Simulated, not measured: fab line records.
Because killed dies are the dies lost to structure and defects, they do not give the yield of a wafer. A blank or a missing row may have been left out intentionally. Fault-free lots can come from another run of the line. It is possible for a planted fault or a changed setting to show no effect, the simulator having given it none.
Struck lot and sound lot, side by side | flow n5Finfet | 19 out of 1938 route steps
Sound: wafers L922.2, L922.4, L922.6. Struck: wafers L924.2, L924.3, L924.4. At the end, the cause is stated.
For every step that has rows: the tool of each side, followed by ch and its chambers, followed by its first start. Under that, the readings that differ: sound wafers | struck wafers | difference of the means | sigmas: that difference in standard deviations of wafers without a fault.
alike: readings with means less than 2 such deviations apart, plus words and numbers identical on both sides. not compared: withheld readings, readings lacking a value on some wafer, bounds such as >300 that could conceal the same value, and numbers that have no deviation in the record and whose values overlap.
Wherever a step has rows on one side only, a row that says differs or no value, or a row with sigmas, the two part there. Numbers that have no deviation but don't overlap get no sigmas and don't part them. Lack of a reading on every wafer of one side parts them only where that side has two or more wafers.

first, 1 step without rows for these wafers: N5_BEOL_M7_STRIP_80 (strips in N2/H2, time 10 s).
N5_BEOL_M7_OCD_MEAS_38:
  struck on ocd-02, day 11 11:48; sound on ocd-01, day 10 17:37
  alike: trenchDepthNm
then, 4 steps without rows for these wafers: N5_BEOL_M7_HM_STRIP_39 (strips TiN in peroxide tin strip, target depth 25 nm, time 158 s); N5_BEOL_M7_SRD_40 (time 30 s); N5_BEOL_M7_PRECLEAN_42 (cleans in residue remover, time 60 s); N5_BEOL_M7_SRD_43 (time 30 s).
N5_BEOL_M7_CD_MEAS_35: the cd target is 40 nm.
  struck on cdSem-02, day 11 11:58; sound on cdSem-02, day 10 17:46
reading   | sound          | struck         | difference | sigmas
cdNm (nm) | 40.6 40.9 40.3 | 39.9 38.9 38.5 | -1.5       | -3
N5_BEOL_M7_CURE_75: cures SiCOH lowk, time 120 s.
  sound on uvCure-03 ch 0, day 10 17:51; struck on uvCure-02 ch 2, day 11 12:03
  alike: lampPowerPct, wafer_temp_C_max
N5_BEOL_M7_DEGAS_44: time 60 s.
  struck on pvdSputter-01, day 11 12:43; sound on pvdSputter-01, day 10 18:25
  alike: heaterPowerW
then, 1 step without rows for these wafers: N5_BEOL_M7_PRE_CLEAN_45 (time 30 s).
N5_BEOL_M7_ALD_77: deposits TaN, target thk 2 nm, pulse time 2 s, purge time 3 s.
  sound on aldMetal-03 ch 0,1,3, day 10 18:44; struck on aldMetal-01 ch 0,2,3, day 11 12:50
  alike: heaterPowerW, precursorVesselPressureTorr
N5_BEOL_M7_SURFACE_TREAT_79:
  struck on pvdSputter-02, day 11 13:11; sound on pvdSputter-03, day 10 19:21
  not compared: throttleValvePct
N5_BEOL_M7_CVD_78: deposits Co from CCTBA/H2, target thk 2 nm, time 142.3 s.
  sound on cvdCo-02 ch 1,2, day 10 19:25; struck on cvdCo-02 ch 0,1,2, day 11 13:50
N5_BEOL_M7_SPUTTER_48: material Cu, target thk 10 nm, time 1.667 s.
  struck on pvdSputter-01, day 11 13:58; sound on pvdSputter-03, day 10 19:32
  alike: chuckSensorTempC, throttleValvePct
then, 2 steps without rows for these wafers: N5_BEOL_M7_ECD_50 (material Cu, target thk 300 nm); N5_BEOL_M7_ANNEAL_51 (time 90 s).
N5_BEOL_M7_CMP_52: polishes, stops on SiCOH lowk, t overpolish 6.9 s, target thk 80 nm.
  sound on cmp-03 ch 1,2, day 10 20:44; struck on cmp-04 ch 0,1,3, day 11 14:29
  alike: barrierFieldEndpointS, edgeZonePressureFrac, motorCurrentA, overpolishRunS, timeToEndpointS
N5_BEOL_M7_THK_MEAS_53: measures by xrf.
  struck on filmMetro-02, day 11 14:47; sound on filmMetro-02, day 10 21:02
reading     | sound          | struck         | difference | sigmas
M7_THK (nm) | 79.8 79.7 79.6 | 75.2 75.2 74.4 | -4.8       | -3
-- a jump in the record: the struck wafers' starts before and after are 3 days apart (it breaks off in module BEOL_M7 and resumes in module PASSIVATION, where the first step shown is number 1936 of the route) --
N5_PASSIVATION_PROBE_49:
  struck on prober-02, day 14 13:32; sound on prober-02, day 13 22:07
  alike: defectLimitedYield, killed_at_M0_to_M3, killed_at_M4_up, killedAtContacts, killedAtFrontEnd, killedAtOther, killedDies, killedOpen, killedShort, sort_bin_5_function, sort_bin_6_memory, sortNPass, sortYieldPct
  not compared: sort_bin_8_speed

WHERE THEY PART
At N5_BEOL_M7_CD_MEAS_35 first; at N5_BEOL_M7_THK_MEAS_53 last (within this record only). Later steps at which nothing parts them and some readings are alike: N5_PASSIVATION_PROBE_49.

WHY: the cause the simulator had injected
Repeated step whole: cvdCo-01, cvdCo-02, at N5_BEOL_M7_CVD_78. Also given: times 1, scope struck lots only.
